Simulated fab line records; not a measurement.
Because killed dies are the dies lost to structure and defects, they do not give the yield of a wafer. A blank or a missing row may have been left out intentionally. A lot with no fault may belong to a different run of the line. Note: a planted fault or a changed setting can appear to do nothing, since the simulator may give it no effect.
The tool behind it: which one? + flow n5_finfet + Sampling: 24 lots, 72 wafers, 5 of 1938 route steps

## WHAT THE GAUGES READ, wafer by wafer
N5_SD_EPI_N_INSPECT_11: inspects for defects (macro).
| lot  | measured    | on                | raw_defect_count |
|------|-------------|-------------------|------------------|
| L074 | day 3 02:04 | defect_inspect-01 | 1 1 3            |
| L075 | day 3 14:08 | defect_inspect-02 | 4 2 3            |
| L076 | day 3 18:04 | defect_inspect-02 | 2 2 4            |
| L077 | day 3 23:29 | defect_inspect-02 | 2 0 2            |
| L078 | day 4 01:05 | defect_inspect-01 | 1 1 3            |
| L079 | day 4 08:18 | defect_inspect-01 | 2 2 3            |
| L080 | day 4 14:13 | defect_inspect-02 | 3 2 3            |
| L081 | day 4 19:58 | defect_inspect-02 | 2 0 2            |
| L082 | day 5 01:09 | defect_inspect-01 | 0 3 2            |
| L083 | day 5 10:55 | defect_inspect-01 | 3 2 1            |
| L084 | day 5 14:02 | defect_inspect-01 | 1 4 5            |
| L085 | day 5 18:59 | defect_inspect-02 | 1 3 2            |
| L086 | day 6 03:45 | defect_inspect-02 | 6 3 2            |
| L087 | day 6 06:40 | defect_inspect-01 | 1 0 1            |
| L088 | day 6 11:51 | defect_inspect-01 | 3 2 4            |
| L089 | day 6 18:39 | defect_inspect-01 | 1 1 0            |
| L090 | day 6 23:35 | defect_inspect-02 | 4 1 1            |
| L091 | day 7 07:33 | defect_inspect-02 | 1 1 3            |
| L092 | day 7 12:25 | defect_inspect-02 | 2 3 1            |
| L093 | day 7 18:49 | defect_inspect-02 | 1 1 4            |
| L094 | day 8 00:58 | defect_inspect-02 | 1 0 1            |
| L095 | day 8 05:04 | defect_inspect-02 | 1 1 3            |
| L096 | day 8 17:19 | defect_inspect-02 | 4 1 0            |
| L097 | day 8 22:23 | defect_inspect-02 | 1 5 0            |

N5_SD_EPI_N_INSPECT_26: inspects for defects (darkfield).
| lot  | measured    | on                | raw_defect_count |
|------|-------------|-------------------|------------------|
| L074 | day 3 06:03 | defect_inspect-01 | 221 192 225      |
| L075 | day 3 18:07 | defect_inspect-01 | 206 265 208      |
| L076 | day 3 22:15 | defect_inspect-02 | 180 188 248      |
| L077 | day 4 04:18 | defect_inspect-02 | 336 273 218      |
| L078 | day 4 05:04 | defect_inspect-01 | 277 240 289      |
| L079 | day 4 12:27 | defect_inspect-02 | 178 230 152      |
| L080 | day 4 18:50 | defect_inspect-02 | 236 216 181      |
| L081 | day 5 00:15 | defect_inspect-01 | 215 232 260      |
| L082 | day 5 05:09 | defect_inspect-01 | 213 263 230      |
| L083 | day 5 14:55 | defect_inspect-01 | 232 211 180      |
| L084 | day 5 18:02 | defect_inspect-02 | 158 129 168      |
| L085 | day 5 23:00 | defect_inspect-01 | 174 219 159      |
| L086 | day 6 08:01 | defect_inspect-02 | 187 207 210      |
| L087 | day 6 10:52 | defect_inspect-01 | 219 213 205      |
| L088 | day 6 16:11 | defect_inspect-01 | 182 184 221      |
| L089 | day 6 23:47 | defect_inspect-02 | 205 270 227      |
| L090 | day 7 05:22 | defect_inspect-02 | 240 187 228      |
| L091 | day 7 13:06 | defect_inspect-02 | 272 230 148      |
| L092 | day 7 17:04 | defect_inspect-02 | 151 289 223      |
| L093 | day 7 22:49 | defect_inspect-02 | 286 294 208      |
| L094 | day 8 04:57 | defect_inspect-02 | 182 245 210      |
| L095 | day 8 09:07 | defect_inspect-02 | 265 213 239      |
| L096 | day 8 21:28 | defect_inspect-02 | 195 181 194      |
| L097 | day 9 03:05 | defect_inspect-02 | 279 243 228      |

N5_SD_EPI_P_OVL_MEAS_10.
| lot  | measured    | on         | SD_P_BLK_OVL (nm) |
|------|-------------|------------|-------------------|
| L074 | day 3 06:29 | overlay-01 | -2.3 -1.6 -1.9    |
| L075 | day 3 18:25 | overlay-01 | -0.7 0.7 -0.1     |
| L076 | day 3 22:41 | overlay-01 | -1.3 -0.6 -0.9    |
| L077 | day 4 04:37 | overlay-02 | 0.1 0.8 1.2       |
| L078 | day 4 05:29 | overlay-01 | 0.8 0.9 0.5       |
| L079 | day 4 12:53 | overlay-02 | 0.9 0.2 -0.3      |
| L080 | day 4 19:16 | overlay-01 | -1.7 -0.4 -0.4    |
| L081 | day 5 00:41 | overlay-01 | -0.9 -0.7 -0.5    |
| L082 | day 5 05:35 | overlay-01 | -0.5 0.5 1.2      |
| L083 | day 5 15:21 | overlay-01 | -1.6 -0.6 -0.6    |
| L084 | day 5 18:28 | overlay-01 | -0.2 -0.2 0.8     |
| L085 | day 5 23:26 | overlay-01 | -0.5 0.1 -0.2     |
| L086 | day 6 08:27 | overlay-01 | -0.6 -0.4 -1.1    |
| L087 | day 6 11:10 | overlay-02 | -1.9 -0.6 -0.9    |
| L088 | day 6 16:37 | overlay-01 | -1.0 -1.0 -0.6    |
| L089 | day 7 00:13 | overlay-02 | -1.1 -1.2 -0.4    |
| L090 | day 7 05:48 | overlay-02 | -0.2 0.4 0.9      |
| L091 | day 7 13:32 | overlay-01 | -0.6 -0.8 0.3     |
| L092 | day 7 17:30 | overlay-02 | -2.1 -2.6 -1.7    |
| L093 | day 7 23:14 | overlay-02 | 0.7 -0.2 -0.2     |
| L094 | day 8 05:16 | overlay-02 | 0.1 0.6 -0.1      |
| L095 | day 8 09:33 | overlay-02 | 0.8 0.7 -0.3      |
| L096 | day 8 21:46 | overlay-01 | -1.4 -1.4 -0.8    |
| L097 | day 9 03:25 | overlay-01 | -0.6 -0.7 -0.9    |

## EACH LOT AND THE TOOL THAT RAN IT (in order: tool; ch and the chambers of the sampled wafers; start)
| lot  | N5_SD_EPI_N_ETCH_35               | N5_SD_EPI_N_ETCH_45               |
|------|-----------------------------------|-----------------------------------|
| L074 | rie_diel-01 ch 1,3, day 3 02:12   | rie_diel-01 ch 1,3, day 3 02:37   |
| L075 | rie_diel-05 ch 0,1,3, day 3 14:16 | rie_diel-05 ch 0,1,3, day 3 14:41 |
| L076 | rie_diel-05 ch 1,2,3, day 3 18:16 | rie_diel-05 ch 1,2,3, day 3 18:41 |
| L077 | rie_diel-01 ch 1,2,3, day 3 23:52 | rie_diel-01 ch 1,2,3, day 4 00:17 |
| L078 | rie_diel-04 ch 0,3, day 4 01:13   | rie_diel-04 ch 0,3, day 4 01:38   |
| L079 | rie_diel-01 ch 0,3, day 4 08:25   | rie_diel-01 ch 0,3, day 4 08:51   |
| L080 | rie_diel-04 ch 0,2, day 4 14:25   | rie_diel-04 ch 0,2, day 4 14:51   |
| L081 | rie_diel-01 ch 0,1,2, day 4 20:22 | rie_diel-01 ch 0,1,2, day 4 20:47 |
| L082 | rie_diel-05 ch 0,1,3, day 5 01:16 | rie_diel-05 ch 0,1,3, day 5 01:42 |
| L083 | rie_diel-04 ch 0,1,2, day 5 11:02 | rie_diel-04 ch 0,1,2, day 5 11:28 |
| L084 | rie_diel-01 ch 0,2,3, day 5 14:10 | rie_diel-01 ch 0,2,3, day 5 14:35 |
| L085 | rie_diel-04 ch 1,2,3, day 5 19:07 | rie_diel-04 ch 1,2,3, day 5 19:32 |
| L086 | rie_diel-05 ch 0,1, day 6 03:53   | rie_diel-05 ch 0,1, day 6 04:18   |
| L087 | rie_diel-04 ch 0,1,2, day 6 06:47 | rie_diel-04 ch 0,1,2, day 6 07:13 |
| L088 | rie_diel-01 ch 0,2, day 6 12:10   | rie_diel-01 ch 0,2, day 6 12:36   |
| L089 | rie_diel-01 ch 0,2, day 6 18:47   | rie_diel-01 ch 0,2, day 6 19:12   |
| L090 | rie_diel-05 ch 0,1,3, day 6 23:43 | rie_diel-05 ch 0,1,3, day 7 00:08 |
| L091 | rie_diel-01 ch 0,2,3, day 7 08:11 | rie_diel-01 ch 0,2,3, day 7 08:36 |
| L092 | rie_diel-01 ch 0,1,3, day 7 12:32 | rie_diel-01 ch 0,1,3, day 7 12:58 |
| L093 | rie_diel-01 ch 1,2, day 7 18:56   | rie_diel-01 ch 1,2, day 7 19:22   |
| L094 | rie_diel-04 ch 1,2, day 8 01:05   | rie_diel-04 ch 1,2, day 8 01:31   |
| L095 | rie_diel-05 ch 1,2, day 8 05:11   | rie_diel-05 ch 1,2, day 8 05:37   |
| L096 | rie_diel-05 ch 0,1,2, day 8 17:26 | rie_diel-05 ch 0,1,2, day 8 17:52 |
| L097 | rie_diel-04 ch 1,3, day 8 22:30   | rie_diel-04 ch 1,3, day 8 22:56   |
- N5_SD_EPI_N_ETCH_35: etches SOC in N2/H2, overetch 108 nm, time 486 s.
- N5_SD_EPI_N_ETCH_45: etches SiOCN in CH3F/O2, target depth 6 nm.

## AS READ BY THE TOOLS THEMSELVES (means over the sampled wafers that have a number; for cases with no such wafer, the mark the record gives instead)
N5_SD_EPI_N_ETCH_35.
| lot  | tool        | drypump_motor_current_A (A) | h2_flow_sccm (sccm) | oes_product_au (a.u.) | rf_fwd_power_W (W) | rf_vpp_V (V) | showerhead_plenum_p_Torr (Torr) | throttle_valve_pct (%) |
|------|-------------|-----------------------------|---------------------|-----------------------|--------------------|--------------|---------------------------------|------------------------|
| L074 | rie_diel-01 | 5.6                         | 200.0               | 0.75                  | 2986               | 241.8        | 2.62                            | 23.6                   |
| L075 | rie_diel-05 | 5.5                         | 199.9               | 0.68                  | 2991               | 238.5        | 2.45                            | 23.7                   |
| L076 | rie_diel-05 | 5.6                         | 200.7               | 0.67                  | 2992               | 241.1        | 2.50                            | 23.6                   |
| L077 | rie_diel-01 | 5.3                         | 200.2               | 0.71                  | 2991               | 240.8        | 2.57                            | 23.9                   |
| L078 | rie_diel-04 | 5.6                         | 200.1               | 0.72                  | 3001               | 239.2        | 2.48                            | 23.5                   |
| L079 | rie_diel-01 | 5.8                         | 200.2               | 0.66                  | 2983               | 241.4        | 2.54                            | 23.7                   |
| L080 | rie_diel-04 | 5.7                         | 200.2               | 0.82                  | 2986               | 241.3        | 2.58                            | 23.6                   |
| L081 | rie_diel-01 | 5.7                         | 200.1               | 0.68                  | 2995               | 241.6        | 2.62                            | 24.0                   |
| L082 | rie_diel-05 | 5.6                         | 200.3               | 0.68                  | 2997               | 240.1        | 2.45                            | 23.8                   |
| L083 | rie_diel-04 | 5.8                         | 200.3               | 0.74                  | 2993               | 239.6        | 2.53                            | 23.7                   |
| L084 | rie_diel-01 | 5.4                         | 200.5               | 0.66                  | 2995               | 240.4        | 2.52                            | 23.9                   |
| L085 | rie_diel-04 | 5.7                         | 200.3               | 0.74                  | 3000               | 239.8        | 2.49                            | 23.7                   |
| L086 | rie_diel-05 | 5.8                         | 200.1               | 0.70                  | 2993               | 240.5        | 2.50                            | 24.0                   |
| L087 | rie_diel-04 | 5.8                         | 199.9               | 0.73                  | 2997               | 241.0        | 2.53                            | 23.7                   |
| L088 | rie_diel-01 | 5.9                         | 200.2               | 0.63                  | 2999               | 241.4        | 2.58                            | 24.0                   |
| L089 | rie_diel-01 | 5.8                         | 200.0               | 0.63                  | 3001               | 241.0        | 2.58                            | 24.0                   |
| L090 | rie_diel-05 | 5.6                         | 200.1               | 0.67                  | 2983               | 239.4        | 2.44                            | 23.8                   |
| L091 | rie_diel-01 | 5.5                         | 199.9               | 0.66                  | 2996               | 240.5        | 2.52                            | 24.0                   |
| L092 | rie_diel-01 | 5.7                         | 199.3               | 0.68                  | 2993               | 242.1        | 2.57                            | 23.7                   |
| L093 | rie_diel-01 | 5.6                         | 200.5               | 0.69                  | 2995               | 241.7        | 2.64                            | 24.0                   |
| L094 | rie_diel-04 | 5.9                         | 199.5               | 0.70                  | 2989               | 240.1        | 2.48                            | 23.9                   |
| L095 | rie_diel-05 | 5.9                         | 199.9               | 0.67                  | 2990               | 241.4        | 2.54                            | 23.8                   |
| L096 | rie_diel-05 | 5.5                         | 200.2               | 0.66                  | 2994               | 240.5        | 2.50                            | 23.7                   |
| L097 | rie_diel-04 | 5.9                         | 199.9               | 0.67                  | 2998               | 239.5        | 2.43                            | 23.8                   |

N5_SD_EPI_N_ETCH_45.
| lot  | tool        | drypump_motor_current_A (A) | oes_product_au (a.u.) | rf_fwd_power_W (W) | rf_vpp_V (V) | showerhead_plenum_p_Torr (Torr) | throttle_valve_pct (%) |
|------|-------------|-----------------------------|-----------------------|--------------------|--------------|---------------------------------|------------------------|
| L074 | rie_diel-01 | 5.6                         | 0.84                  | 407.2              | 127.6        | 2.06                            | 23.15                  |
| L075 | rie_diel-05 | 5.6                         | 0.76                  | 408.6              | 126.5        | 1.94                            | 23.42                  |
| L076 | rie_diel-05 | 5.7                         | 0.75                  | 407.3              | 128.0        | 2.00                            | 23.53                  |
| L077 | rie_diel-01 | 5.3                         | 0.80                  | 408.4              | 127.4        | 2.02                            | 23.30                  |
| L078 | rie_diel-04 | 5.6                         | 0.82                  | 407.9              | 127.3        | 1.95                            | 23.02                  |
| L079 | rie_diel-01 | 5.8                         | 0.74                  | 409.3              | 127.6        | 2.02                            | 23.49                  |
| L080 | rie_diel-04 | 5.7                         | 0.93                  | 408.0              | 127.7        | 2.04                            | 23.31                  |
| L081 | rie_diel-01 | 5.7                         | 0.76                  | 408.2              | 128.0        | 2.06                            | 23.40                  |
| L082 | rie_diel-05 | 5.6                         | 0.76                  | 406.8              | 126.6        | 1.94                            | 23.42                  |
| L083 | rie_diel-04 | 5.9                         | 0.83                  | 408.3              | 127.9        | 1.99                            | 23.31                  |
| L084 | rie_diel-01 | 5.5                         | 0.74                  | 407.1              | 127.7        | 1.99                            | 23.50                  |
| L085 | rie_diel-04 | 5.7                         | 0.83                  | 408.1              | 127.5        | 1.97                            | 23.45                  |
| L086 | rie_diel-05 | 5.8                         | 0.78                  | 407.4              | 126.4        | 1.97                            | 23.51                  |
| L087 | rie_diel-04 | 5.9                         | 0.82                  | 407.5              | 127.7        | 1.99                            | 23.31                  |
| L088 | rie_diel-01 | 5.9                         | 0.70                  | 407.5              | 127.6        | 2.04                            | 23.59                  |
| L089 | rie_diel-01 | 5.9                         | 0.71                  | 408.1              | 127.5        | 2.04                            | 23.58                  |
| L090 | rie_diel-05 | 5.6                         | 0.75                  | 406.9              | 126.4        | 1.93                            | 23.45                  |
| L091 | rie_diel-01 | 5.4                         | 0.73                  | 408.5              | 127.9        | 1.99                            | 23.50                  |
| L092 | rie_diel-01 | 5.7                         | 0.77                  | 408.4              | 127.6        | 2.03                            | 23.36                  |
| L093 | rie_diel-01 | 5.6                         | 0.78                  | 408.9              | 127.6        | 2.07                            | 23.29                  |
| L094 | rie_diel-04 | 5.9                         | 0.80                  | 407.1              | 127.0        | 1.97                            | 23.59                  |
| L095 | rie_diel-05 | 5.9                         | 0.76                  | 407.6              | 128.1        | 2.02                            | 23.63                  |
| L096 | rie_diel-05 | 5.5                         | 0.74                  | 407.5              | 127.3        | 1.99                            | 23.48                  |
| L097 | rie_diel-04 | 5.9                         | 0.74                  | 407.9              | 126.5        | 1.91                            | 23.46                  |

## THE ANSWER, worked out from the rows above alone
Rule: the lots themselves supply what counts as usual. Put in order of their means at a reading, lots are off if they are a third of the lots or fewer, leave a main group of 4 or more, and stand apart from it by a gap of 3 or more times the standard deviation of the main group's means; of several such gaps the widest counts. If all means in a main group match to the digits the tables above print for the reading, that group is not used. A lot without any number at a reading at which 4 lots or more have one is off too. Any other lot the step has rows for is counted as sound. First the gauges in route order, then the tools' own readings, where a lot's mean is used as printed above. At the first step where some lot is off, the reading lying furthest off is the one used; lots without a number count as furthest.
Across all readings shown, no lot is off: no conclusion can be drawn from this.

## WHAT THE SIMULATOR PUT IN
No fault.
